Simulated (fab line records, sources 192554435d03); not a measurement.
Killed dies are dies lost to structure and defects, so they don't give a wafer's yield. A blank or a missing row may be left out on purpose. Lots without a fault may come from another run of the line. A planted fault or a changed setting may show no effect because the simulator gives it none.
fab line records | flow n5_finfet
record lots=7 wafers=21
route steps=1938 shown ZERO_LAYER@4 WELL_APT@39 FIN_SAQP@98 DUMMY_GATE@228 SD_EPI_N@279
start_h: hours from the record's first day to the start of the lot's first wafer shown | wait_h: hours since the lot's step before | " the same as in the row above | L1.1+2: a row that stands for several wafers | - no value, or no start given | * or withheld: withheld | < > ~ a bound
route shown NAME@n: a module of which the file shows steps, and the number in the route of the first | usual: mean/standard deviation of fault-free wafers | same: alike in all rows | chamber/n: place in a boat | sites: the reading at each site | _std_site: their standard deviation | _edge_site: outer sites' mean less inner sites' | radius_mm: how far each site lies from the wafer's centre | mask NAME#n: copy n | behind: the tool/chamber that last shaped the wafer | hold: why the lot was held/for how many hours/how that ended | device: the transistor (n, p or np) that didn't switch | end of line: the same wafers' tests at the end of the route | a step without rows: its recipe alone | killed: dies lost to structure and defects at the first sort, not the wafer's yield | map: a wafer's dies, x killed, . not, _ none there
set.NAME: the setting as run; set.NAME@STEP: as run at that earlier step | model.NAME: the simulator's own value behind a step, which no gauge read
lots whose settings were changed on purpose; a table a step, a row a wafer
## steps
# step N5_ZERO_LAYER_PECVD_02
# recipe material=SiO2 target_thk_a=100 temp_c=400 precursor=SiH4/N2O pressure_torr=0.75 rf_w=275 time_s=6
# columns lot.wafer tool chamber start_h wait_h set.time_s model.SiO2_of_ZERO_LAYER_PECVD_02.thk_nm
L078.1 pecvd-02 2 36.28 0.0 5.488 8.93
L078.2 " 0 " " 5.488 9.242
L078.3 " 1 " " 6 10.02
L079.1 pecvd-01 2 42.28 0.0 5.535 9.161
L079.3 " 1 " " 5.535 9.291
L079.4 " 1 " " 6 9.887
L081.2 pecvd-03 1 54.28 0.0 6 9.909
L081.5 " 2 " " 6 10.09
L081.6 " 1 " " 6 9.936
L085.2 pecvd-01 2 78.47 0.0 5.354 8.81
L085.4 " 2 " " 6 9.929
L085.6 " 0 " " 6 9.876
L087.1 pecvd-03 1 90.47 0.0 6 9.705
L087.2 " 1 " " 6.481 10.57
L087.4 " 1 " " 6.481 10.79
L091.1 pecvd-02 2 114.30 0.0 6 9.701
L091.2 " 0 " " 6 9.892
L091.4 " 2 " " 6 10.06
L097.1 pecvd-02 1 150.28 0.0 6 9.964
L097.2 " 0 " " 6 10.2
L097.4 " 2 " " 6 10.02
# step N5_WELL_APT_EXPOSE_22
# recipe mask_id=PWELL na=0.8 source_shape=conventional sigma_outer=0.8 polarization=unpolarized defocus_nm=0 target_cd_nm=200 dose_mj=23.2
# columns lot.wafer tool chamber start_h wait_h mask set.dose_mj
L078.1+2 krf_scanner-02 0 38.92 - PWELL#0 23.2
L078.3 " 0 " " PWELL#0 22.54
L079.1+3+4 krf_scanner-02 0 44.52 - PWELL#0 24.55
L081.2 krf_scanner-02 0 56.65 - PWELL#0 23.2
L081.5+6 " 0 " " PWELL#0 24.6
L085.2+4+6 krf_scanner-01 0 80.77 - PWELL#0 23.2
L087.1+2+4 krf_scanner-02 0 92.92 - PWELL#0 23.2
L091.1 krf_scanner-01 0 116.82 - PWELL#0 24.47
L091.2+4 " 0 " " PWELL#0 23.2
L097.1+2+4 krf_scanner-02 0 152.63 - PWELL#0 23.2
# step N5_WELL_APT_PEB_23
# recipe peb_temp_c=130 peb_time_s=90
# columns lot.wafer tool chamber start_h wait_h set.peb_temp_c
L078.1+2+3 litho_track-01 0 38.97 0.1 130
L079.1+4 litho_track-05 0 44.58 0.1 126.3
L079.3 " 0 " " 130
L081.2+5+6 litho_track-03 0 56.71 0.0 130
L085.2+4+6 litho_track-05 0 80.82 0.0 130
L087.1 litho_track-03 0 92.97 0.1 126.9
L087.2+4 " 0 " " 130
L091.1+2 litho_track-05 0 116.87 0.1 130
L091.4 " 0 " " 133.4
L097.1+2+4 litho_track-03 0 152.69 0.1 130
# step N5_WELL_APT_DEVELOP_24
# recipe develop_time_s=45 rinse_liquid=surfactant_rinse dry=air_spin dev_temp_c=21
# step N5_WELL_APT_HARDBAKE_29
# recipe temp_c=130 time_s=120
# step N5_WELL_APT_CD_MEAS_25
# recipe target_cd_nm=200 landing_energy_ev=500 detector=se_inlens
# usual cd_nm=200.5/1.4
# columns lot.wafer tool chamber start_h wait_h set.dose_mj@WELL_APT_EXPOSE_22 set.peb_temp_c@WELL_APT_PEB_23 cd_nm
L078.1 cd_sem-02 0 39.09 - 23.2 130 199.0
L078.2 " 0 " " 23.2 130 197.1
L078.3 " 0 " " 22.54 130 194.5
L079.1 cd_sem-03 0 44.69 - 24.55 126.3 189.8
L079.3 " 0 " " 24.55 130 214.1
L079.4 " 0 " " 24.55 126.3 189.1
L081.2 cd_sem-01 0 56.82 - 23.2 130 200.8
L081.5 " 0 " " 24.6 130 213.3
L081.6 " 0 " " 24.6 130 211.0
L085.2 cd_sem-01 0 80.94 - 23.2 130 200.0
L085.4 " 0 " " 23.2 130 198.4
L085.6 " 0 " " 23.2 130 198.9
L087.1 cd_sem-03 0 93.09 - 23.2 126.9 181.0
L087.2 " 0 " " 23.2 130 201.9
L087.4 " 0 " " 23.2 130 202.9
L091.1 cd_sem-03 0 116.99 - 24.47 130 211.5
L091.2 " 0 " " 23.2 130 200.6
L091.4 " 0 " " 23.2 133.4 217.7
L097.1 cd_sem-02 0 152.81 - 23.2 130 199.9
L097.2 " 0 " " 23.2 130 200.1
L097.4 " 0 " " 23.2 130 200.7
# step N5_WELL_APT_DESCUM_30
# recipe chemistry=O2 time_s=7.9 source_power_w=50 bias_power_w=20 pressure_mtorr=20 rf_frequency_hz=2.712e+07 temp_c=40 o2_flow_sccm=225
# columns lot.wafer tool chamber start_h wait_h set.dose_mj@WELL_APT_EXPOSE_22 set.peb_temp_c@WELL_APT_PEB_23 model.WELL_APT.cd_nm
L078.1 rie_diel-02 2 39.18 0.0 23.2 130 199
L078.2 " 3 " " 23.2 130 197.1
L078.3 " 1 " " 22.54 130 194.5
L079.1 rie_diel-02 1 44.85 0.1 24.55 126.3 190
L079.3 " 0 " " 24.55 130 213.9
L079.4 " 3 " " 24.55 126.3 189.1
L081.2 rie_diel-02 0 56.98 0.1 23.2 130 200.8
L081.5 " 3 " " 24.6 130 213.4
L081.6 " 0 " " 24.6 130 211
L085.2 rie_diel-04 0 81.03 0.0 23.2 130 199.6
L085.4 " 1 " " 23.2 130 198.4
L085.6 " 2 " " 23.2 130 199
L087.1 rie_diel-02 2 93.18 0.0 23.2 126.9 181.6
L087.2 " 3 " " 23.2 130 201.7
L087.4 " 3 " " 23.2 130 203
L091.1 rie_diel-06 1 117.08 0.0 24.47 130 211
L091.2 " 2 " " 23.2 130 200.7
L091.4 " 0 " " 23.2 133.4 217.6
L097.1 rie_diel-02 2 152.89 0.0 23.2 130 199.7
L097.2 " 1 " " 23.2 130 200.5
L097.4 " 3 " " 23.2 130 200.6
# step N5_FIN_SAQP_PECVD_47
# recipe material=a-Si target_thk_a=450 temp_c=400 precursor=SiH4/He pressure_torr=3 rf_w=100 time_s=36.3
# columns lot.wafer tool chamber start_h wait_h set.time_s model.a-Si_of_FIN_SAQP_PECVD_47.thk_nm
L078.1 pecvd-04 0 46.29 0.0 32.37 39.57
L078.2 " 1 " " 36.3 44.83
L078.3 " 0 " " 36.3 45.37
L079.1 pecvd-02 1 51.75 0.0 36.3 45.51
L079.3 " 2 " " 38.82 48.32
L079.4 " 0 " " 38.82 49.5
L081.2 pecvd-02 2 63.29 0.0 38.52 47.12
L081.5 " 0 " " 36.3 44.45
L081.6 " 2 " " 38.52 48.26
L085.2 pecvd-03 1 88.23 0.1 36.3 44.92
L085.4 " 1 " " 36.3 44.82
L085.6 " 1 " " 41.4 52.04
L087.1 pecvd-03 1 100.83 0.0 36.3 43.91
L087.2 " 2 " " 38.71 47.38
L087.4 " 1 " " 36.3 45.1
L091.1 pecvd-04 2 122.70 0.0 41.62 51.58
L091.2 " 1 " " 41.62 51.24
L091.4 " 0 " " 41.62 52.47
L097.1 pecvd-04 1 159.20 0.0 36.3 44.35
L097.2 " 0 " " 36.3 44.28
L097.4 " 1 " " 36.3 45.26
# step N5_FIN_SAQP_PEB_14
# recipe peb_temp_c=withheld peb_time_s=60 resist=CAR-ArF
# columns lot.wafer tool chamber start_h wait_h set.peb_time_s
L078.1+3 litho_track-01 0 46.94 0.1 54.5
L078.2 " 0 " " 60
L079.1+4 litho_track-02 0 52.36 0.1 48.59
L079.3 " 0 " " 60
L081.2+5 litho_track-03 0 63.75 0.0 65.5
L081.6 " 0 " " 60
L085.2+4 litho_track-01 0 89.07 0.0 49.99
L085.6 " 0 " " 60
L087.1+2 litho_track-02 0 101.42 0.1 60
L087.4 " 0 " " 73.17
L091.1+4 litho_track-02 0 123.28 0.1 60
L091.2 " 0 " " 72.94
L097.1+2+4 litho_track-03 0 159.79 0.1 60
# step N5_FIN_SAQP_DEVELOP_15
# recipe develop_time_s=30 developer=TMAH resist=CAR-ArF dev_temp_c=23 rinse_liquid=diw dry=air_spin
# step N5_FIN_SAQP_CD_MEAS_16
# recipe target_cd_nm=35.6 landing_energy_ev=500 detector=se_inlens
# usual cd_nm=35.70/0.27
# columns lot.wafer tool chamber start_h wait_h set.peb_time_s@FIN_SAQP_PEB_14 cd_nm
L078.1 cd_sem-03 0 47.01 - 54.5 36.98
L078.2 " 0 " " 60 35.53
L078.3 " 0 " " 54.5 37.05
L079.1 cd_sem-03 0 52.43 - 48.59 38.64
L079.3 " 0 " " 60 36.35
L079.4 " 0 " " 48.59 39.04
L081.2 cd_sem-03 0 63.82 - 65.5 34.64
L081.5 " 0 " " 65.5 34.55
L081.6 " 0 " " 60 35.55
L085.2 cd_sem-02 0 89.14 - 49.99 38.67
L085.4 " 0 " " 49.99 38.01
L085.6 " 0 " " 60 35.33
L087.1 cd_sem-01 0 101.49 - 60 35.69
L087.2 " 0 " " 60 35.44
L087.4 " 0 " " 73.17 33.37
L091.1 cd_sem-03 0 123.35 - 60 35.70
L091.2 " 0 " " 72.94 32.96
L091.4 " 0 " " 60 35.68
L097.1 cd_sem-01 0 159.86 - 60 35.92
L097.2 " 0 " " 60 35.84
L097.4 " 0 " " 60 35.77
# step N5_FIN_SAQP_SPACER1_ALD_24
# recipe material=SiO2 target_thk_a=203 temp_c=300 ald_precursor_family=BDEAS ald_co_reactant=O2-plasma pulse_time_s=1 purge_time_s=2 co_reactant_purge_time_s=2 ald_cycles=218 pressure_torr=2
# columns lot.wafer tool chamber start_h wait_h set.ald_cycles model.SiO2_of_FIN_SAQP_SPACER1_ALD_24.thk_nm
L078.1+3 ald_sin-04 3,2 48.26 0.3 218 20.4
L078.2 " 0 " " 218 20.2
L079.1 ald_sin-04 2 54.56 1.1 218 20.2
L079.3 " 3 " " 197 18.4
L079.4 " 1 " " 218 20.4
L081.2 ald_sin-04 1 65.03 0.3 218 20.4
L081.5+6 " 0,3 " " 218 20.2
L085.2 ald_sin-04 2 90.66 0.3 218 20.4
L085.4+6 " 0,2 " " 235 22
L087.1+2 ald_sin-03 0,1 102.91 0.3 218 20.2
L087.4 " 2 " " 227 21
L091.1+4 ald_sin-03 0,1 125.35 0.3 218 20.4
L091.2 " 2 " " 228 21.2
L097.1+2+4 ald_sin-04 2,1,3 161.09 0.3 218 20.4
# step N5_FIN_SAQP_SPACER1_ETCHBACK_25
# recipe chemistry=CHF3/O2 mode=anisotropic_etchback target=SiO2 target_depth_a=244 time_s=12.2 pressure_mtorr=30 source_w=650 bias_w=170 Ar_flow_sccm=200 CHF3_flow_sccm=50 O2_flow_sccm=5 ion_energy_ev=200
# step N5_FIN_SAQP_MANDREL1_REMOVE_56
# recipe chemistry=HBr/Cl2/O2 bt_time_s=10 target=a-Si stop_on=SiNx endpoint=OES-SiCl over_etch_frac=1 icp_w=600 bias_w=22 HBr_flow_sccm=150 Cl2_flow_sccm=80 O2_flow_sccm=5 pressure_mtorr=10
# columns lot.wafer tool chamber start_h wait_h set.ald_cycles@FIN_SAQP_SPACER1_ALD_24 model.FIN_SAQP.cd_nm
L078.1+3 rie_si-03 1,2 49.09 0.1 218 20.4
L078.2 " 0 " " 218 20.2
L079.1 rie_si-03 0 55.38 0.1 218 20.2
L079.3 " 1 " " 197 18.2
L079.4 " 1 " " 218 20.4
L081.2 rie_si-02 1 65.84 0.1 218 20.4
L081.5+6 " 1,2 " " 218 20.2
L085.2 rie_si-02 1 91.47 0.1 218 20.4
L085.4 " 2 " " 235 22
L085.6 " 1 " " 235 21.8
L087.1+2 rie_si-02 3,0 103.71 0.1 218 20.2
L087.4 " 1 " " 227 21
L091.1 rie_si-04 0 126.16 0.1 218 20.4
L091.2 " 3 " " 228 21.2
L091.4 " 2 " " 218 20.2
L097.1+2 rie_si-04 1,0 161.90 0.1 218 20.4
L097.4 " 2 " " 218 20.2
# step N5_FIN_SAQP_CD_MEAS_27
# recipe target_cd_nm=20 landing_energy_ev=1000 detector=se_inlens polarity=line
# usual cd_nm=20.28/0.24
# columns lot.wafer tool chamber start_h wait_h set.ald_cycles@FIN_SAQP_SPACER1_ALD_24 cd_nm
L078.1 cd_sem-01 0 49.20 0.1 218 20.70
L078.2 " 0 " " 218 20.61
L078.3 " 0 " " 218 19.93
L079.1 cd_sem-02 0 55.49 0.1 218 20.15
L079.3 " 0 " " 197 18.00
L079.4 " 0 " " 218 20.35
L081.2 cd_sem-01 0 65.95 0.1 218 20.65
L081.5 " 0 " " 218 20.09
L081.6 " 0 " " 218 20.43
L085.2 cd_sem-01 0 91.58 0.1 218 20.10
L085.4 " 0 " " 235 22.07
L085.6 " 0 " " 235 22.06
L087.1 cd_sem-03 0 103.82 0.1 218 20.19
L087.2 " 0 " " 218 20.35
L087.4 " 0 " " 227 20.85
L091.1 cd_sem-03 0 126.27 0.1 218 20.37
L091.2 " 0 " " 228 21.24
L091.4 " 0 " " 218 20.11
L097.1 cd_sem-03 0 162.02 0.1 218 20.37
L097.2 " 0 " " 218 20.08
L097.4 " 0 " " 218 19.81
# step N5_FIN_SAQP_ETCH_57
# recipe chemistry=CH3F/O2 target=SiNx mask_material=SiO2 target_depth_a=325 time_s=46.4 pressure_mtorr=30 source_w=395 bias_w=73 Ar_flow_sccm=150 CH3F_flow_sccm=30 O2_flow_sccm=20 ion_energy_ev=120 ends=cleared
# step N5_FIN_SAQP_ETCH_65
# recipe chemistry=CF4 target=SiO2 target_depth_a=40 ion_energy_ev=350 time_s=4.4 pressure_mtorr=10 icp_w=800 bias_w=400 cf4_flow_sccm=80
# step N5_FIN_SAQP_MANDREL_ETCH_58
# recipe chemistry=HBr/Cl2 target=a-Si target_depth_a=450 bt_time_s=10 stop_on=SiNx mask_material=SiO2 over_etch_frac=0.8 time_s=27 pressure_mtorr=10 icp_w=800 bias_w=75 HBr_flow_sccm=150 Cl2_flow_sccm=80 ends=end_point
# usual oes_product_au=0.697/0.015
# columns lot.wafer tool chamber start_h wait_h set.time_s@FIN_SAQP_PECVD_47 oes_product_au model.etch.depth_nm
L078.1 rie_si-02 0 49.39 0.0 32.37 0.656 39.57
L078.2 " 1 " " 36.3 0.716 44.83
L078.3 " 2 " " 36.3 0.703 45.37
L079.1 rie_si-02 3 55.70 0.0 36.3 0.706 45.51
L079.3 " 2 " " 38.82 0.733 48.32
L079.4 " 0 " " 38.82 0.743 49.5
L081.2 rie_si-04 2 66.14 0.0 38.52 0.714 47.12
L081.5 " 3 " " 36.3 0.684 44.45
L081.6 " 0 " " 38.52 0.701 48.26
L085.2 rie_si-04 3 91.76 0.0 36.3 0.676 44.92
L085.4 " 1 " " 36.3 0.674 44.82
L085.6 " 3 " " 41.4 0.743 52.04
L087.1 rie_si-04 1 104.01 0.0 36.3 0.666 43.91
L087.2 " 2 " " 38.71 0.712 47.38
L087.4 " 0 " " 36.3 0.667 45.1
L091.1 rie_si-03 2 126.57 0.0 41.62 0.762 51.58
L091.2 " 0 " " 41.62 0.755 51.24
L091.4 " 1 " " 41.62 0.754 52.47
L097.1 rie_si-03 0 162.21 0.0 36.3 0.698 44.35
L097.2 " 1 " " 36.3 0.676 44.28
L097.4 " 2 " " 36.3 0.707 45.26
# step N5_DUMMY_GATE_EXPOSE_12
# recipe mask_id=GATE na=0.33 source_shape=annular sigma_inner=0.2 sigma_outer=0.6 polarization=unpolarized target_cd_nm=25 dose_mj=34
# columns lot.wafer tool chamber start_h wait_h mask set.dose_mj
L078.1+2 euv_scanner-01 0 73.61 - GATE#0 34
L078.3 " 0 " " GATE#0 36.12
L079.1+3+4 euv_scanner-01 0 77.52 - GATE#0 34
L081.2 euv_scanner-01 0 86.75 - GATE#0 34
L081.5+6 " 0 " " GATE#0 32.55
L085.2+4+6 euv_scanner-01 0 116.70 - GATE#0 34
L087.1+2+4 euv_scanner-01 0 125.14 - GATE#0 34
L091.1 euv_scanner-01 0 147.18 - GATE#0 34
L091.2+4 " 0 " " GATE#0 36.15
L097.1+2+4 euv_scanner-01 0 183.01 - GATE#0 34
# step N5_DUMMY_GATE_PEB_13
# recipe peb_temp_c=100 peb_time_s=60 resist=CAR-EUV
# step N5_DUMMY_GATE_DEVELOP_14
# recipe develop_time_s=30 developer=TMAH resist=CAR-EUV rinse_liquid=surfactant_rinse dry=air_spin dev_temp_c=23
# step N5_DUMMY_GATE_CD_MEAS_15
# recipe target_cd_nm=25.8 landing_energy_ev=500 detector=se_inlens
# usual cd_nm=24.98/0.24
# columns lot.wafer tool chamber start_h wait_h set.dose_mj@DUMMY_GATE_EXPOSE_12 cd_nm
L078.1 cd_sem-03 0 73.74 - 34 25.17
L078.2 " 0 " " 34 24.84
L078.3 " 0 " " 36.12 23.98
L079.1 cd_sem-02 0 77.65 - 34 25.48
L079.3 " 0 " " 34 25.17
L079.4 " 0 " " 34 25.08
L081.2 cd_sem-02 0 86.88 - 34 25.03
L081.5 " 0 " " 32.55 25.74
L081.6 " 0 " " 32.55 25.43
L085.2 cd_sem-03 0 116.82 - 34 25.24
L085.4 " 0 " " 34 25.48
L085.6 " 0 " " 34 25.15
L087.1 cd_sem-03 0 125.27 - 34 24.99
L087.2 " 0 " " 34 24.65
L087.4 " 0 " " 34 24.79
L091.1 cd_sem-03 0 147.30 - 34 25.04
L091.2 " 0 " " 36.15 23.72
L091.4 " 0 " " 36.15 23.80
L097.1 cd_sem-03 0 183.14 - 34 25.04
L097.2 " 0 " " 34 25.07
L097.4 " 0 " " 34 25.23
# step N5_DUMMY_GATE_ETCH_37
# recipe chemistry=N2/H2 target=SOC target_depth_a=600 overetch_a=300 temp_c=40 ion_energy_ev=200 pressure_mtorr=30 source_w=840 bias_w=150 n2_flow_sccm=200 h2_flow_sccm=200
# usual rf_vpp_V=524/3.1
# columns lot.wafer tool chamber start_h wait_h set.source_w rf_vpp_V model.SiARC_of_DUMMY_GATE_COAT_35.thk_nm
L078.1 rie_diel-01 2 74.01 0.0 840 529 5
L078.2 " 3 " " 840 527 5
L078.3 " 0 " " 840 527 5
L079.1 rie_diel-05 3 77.92 0.0 840 518 5
L079.3 " 1 " " 840 524 5
L079.4 " 0 " " 961.8 499 4.4
L081.2 rie_diel-03 1 87.15 0.0 840 527 5
L081.5 " 0 " " 840 527 5
L081.6 " 3 " " 840 518 4.8
L085.2 rie_diel-03 2 117.68 0.0 906.2 513 4.8
L085.4 " 0 " " 840 525 5
L085.6 " 2 " " 906.2 514 4.8
L087.1 rie_diel-05 2 125.54 0.0 840 521 5
L087.2 " 3 " " 726.6 546 5.4
L087.4 " 1 " " 726.6 549 5.4
L091.1 rie_diel-03 0 147.60 0.0 840 527 5
L091.2 " 3 " " 883.2 510 4.6
L091.4 " 2 " " 840 529 5
L097.1 rie_diel-05 2 183.41 0.0 840 522 5.2
L097.2 " 3 " " 840 521 5
L097.4 " 3 " " 840 519 5
# step N5_DUMMY_GATE_STRIP_38
# recipe chemistry=N2/H2 temp_c=40 n2_flow_sccm=200 h2_flow_sccm=200 rf_frequency_hz=6e+07
# step N5_DUMMY_GATE_STRIP_39
# recipe chemistry=N2/H2 temp_c=40 n2_flow_sccm=200 h2_flow_sccm=200 rf_frequency_hz=6e+07
# step N5_DUMMY_GATE_TRIM_49
# recipe chemistry=O2 resist=SOC time_s=29 target_cd_nm=14 source_power_w=300 bias_power_w=0 O2_flow_sccm=100 temp_c=20
# columns lot.wafer tool chamber start_h wait_h set.dose_mj@DUMMY_GATE_EXPOSE_12 model.DUMMY_GATE.cd_nm
L078.1 rie_si-05 2 74.10 0.0 34 14.2
L078.2 " 0 " " 34 14
L078.3 " 1 " " 36.12 13.2
L079.1+4 rie_si-05 2,0 78.00 0.0 34 13.8
L079.3 " 1 " " 34 14.2
L081.2 rie_si-01 1 87.23 0.0 34 13.6
L081.5+6 " 2,1 " " 32.55 14.4
L085.2+4+6 rie_si-01 1,0,2 117.77 0.0 34 14
L087.1+2 rie_si-06 0,2 125.63 0.0 34 14.2
L087.4 " 3 " " 34 14
L091.1 rie_si-06 2 147.68 0.0 34 14
L091.2 " 3 " " 36.15 12.6
L091.4 " 0 " " 36.15 13
L097.1+4 rie_si-06 1,2 183.49 0.0 34 13.8
L097.2 " 0 " " 34 14.2
# step N5_SD_EPI_N_ETCH_16
# recipe chemistry=CHF3/O2 target=SiO2 target_depth_a=50 mask_material=SOC pressure_mtorr=30 source_w=650 bias_w=170 Ar_flow_sccm=200 CHF3_flow_sccm=50 O2_flow_sccm=5 ion_energy_ev=200
# columns lot.wafer tool chamber start_h wait_h set.target_depth_a model.etch.depth_nm
L078.1 rie_diel-02 1 76.68 0.1 50 4.957
L078.2 " 0 " " 45.1 4.415
L078.3 " 3 " " 45.1 4.391
L079.1 rie_diel-04 2 80.86 0.1 50 5.027
L079.3 " 3 " " 50 4.997
L079.4 " 1 " " 45.35 4.423
L081.2 rie_diel-04 1 90.33 0.1 56.01 5.562
L081.5 " 1 " " 50 4.903
L081.6 " 2 " " 56.01 5.691
L085.2 rie_diel-04 0 120.33 0.1 50 4.947
L085.4 " 2 " " 50 5.04
L085.6 " 3 " " 50 5.08
L087.1 rie_diel-06 2 128.14 0.1 50 4.957
L087.2 " 1 " " 46.37 4.677
L087.4 " 3 " " 46.37 4.723
L091.1 rie_diel-04 1 150.68 0.1 50 4.986
L091.2 " 3 " " 50 5.074
L091.4 " 2 " " 50 5.089
L097.1 rie_diel-04 1 186.13 0.1 50 5.054
L097.2 " 2 " " 50 5.015
L097.4 " 0 " " 50 4.957
## key
split step=N5_ZERO_LAYER_PECVD_02 setting=time_s stated=6 by=wafer
response step=N5_ZERO_LAYER_PECVD_02 reading=model.SiO2_of_ZERO_LAYER_PECVD_02.thk_nm change=+0.104 per=1% r=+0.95
split step=N5_WELL_APT_EXPOSE_22 setting=dose_mj stated=23.2 by=wafer
response step=N5_WELL_APT_CD_MEAS_25 reading=cd_nm slope=+2 per=1% together_with=peb_temp_c@WELL_APT_PEB_23 explained=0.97
response step=N5_WELL_APT_DESCUM_30 reading=model.WELL_APT.cd_nm slope=+1.96 per=1% together_with=peb_temp_c@WELL_APT_PEB_23 explained=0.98
split step=N5_WELL_APT_PEB_23 setting=peb_temp_c stated=130 by=wafer
response step=N5_WELL_APT_CD_MEAS_25 reading=cd_nm change=+7.36 per=1% r=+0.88
response step=N5_WELL_APT_DESCUM_30 reading=model.WELL_APT.cd_nm change=+7.26 per=1% r=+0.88
split step=N5_FIN_SAQP_PECVD_47 setting=time_s stated=36.3 by=wafer
response step=N5_FIN_SAQP_PECVD_47 reading=model.a-Si_of_FIN_SAQP_PECVD_47.thk_nm change=+0.502 per=1% r=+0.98
response step=N5_FIN_SAQP_MANDREL_ETCH_58 reading=oes_product_au change=+0.00496 per=1% r=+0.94
response step=N5_FIN_SAQP_MANDREL_ETCH_58 reading=model.etch.depth_nm change=+0.502 per=1% r=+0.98
split step=N5_FIN_SAQP_PEB_14 setting=peb_time_s stated=60 by=wafer
response step=N5_FIN_SAQP_CD_MEAS_16 reading=cd_nm change=-0.129 per=1% r=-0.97
split step=N5_FIN_SAQP_SPACER1_ALD_24 setting=ald_cycles stated=218 by=wafer
response step=N5_FIN_SAQP_SPACER1_ALD_24 reading=model.SiO2_of_FIN_SAQP_SPACER1_ALD_24.thk_nm change=+0.197 per=1% r=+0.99
response step=N5_FIN_SAQP_MANDREL1_REMOVE_56 reading=model.FIN_SAQP.cd_nm change=+0.205 per=1% r=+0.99
response step=N5_FIN_SAQP_CD_MEAS_27 reading=cd_nm change=+0.229 per=1% r=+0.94
split step=N5_DUMMY_GATE_EXPOSE_12 setting=dose_mj stated=34 by=wafer
response step=N5_DUMMY_GATE_CD_MEAS_15 reading=cd_nm change=-0.174 per=1% r=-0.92
response step=N5_DUMMY_GATE_TRIM_49 reading=model.DUMMY_GATE.cd_nm change=-0.171 per=1% r=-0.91
split step=N5_DUMMY_GATE_ETCH_37 setting=source_w stated=840 by=wafer
response step=N5_DUMMY_GATE_ETCH_37 reading=rf_vpp_V change=-1.78 per=1% r=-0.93
response step=N5_DUMMY_GATE_ETCH_37 reading=model.SiARC_of_DUMMY_GATE_COAT_35.thk_nm change=-0.0369 per=1% r=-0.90
split step=N5_SD_EPI_N_ETCH_16 setting=target_depth_a stated=50 by=wafer
response step=N5_SD_EPI_N_ETCH_16 reading=model.etch.depth_nm change=+0.0565 per=1% r=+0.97
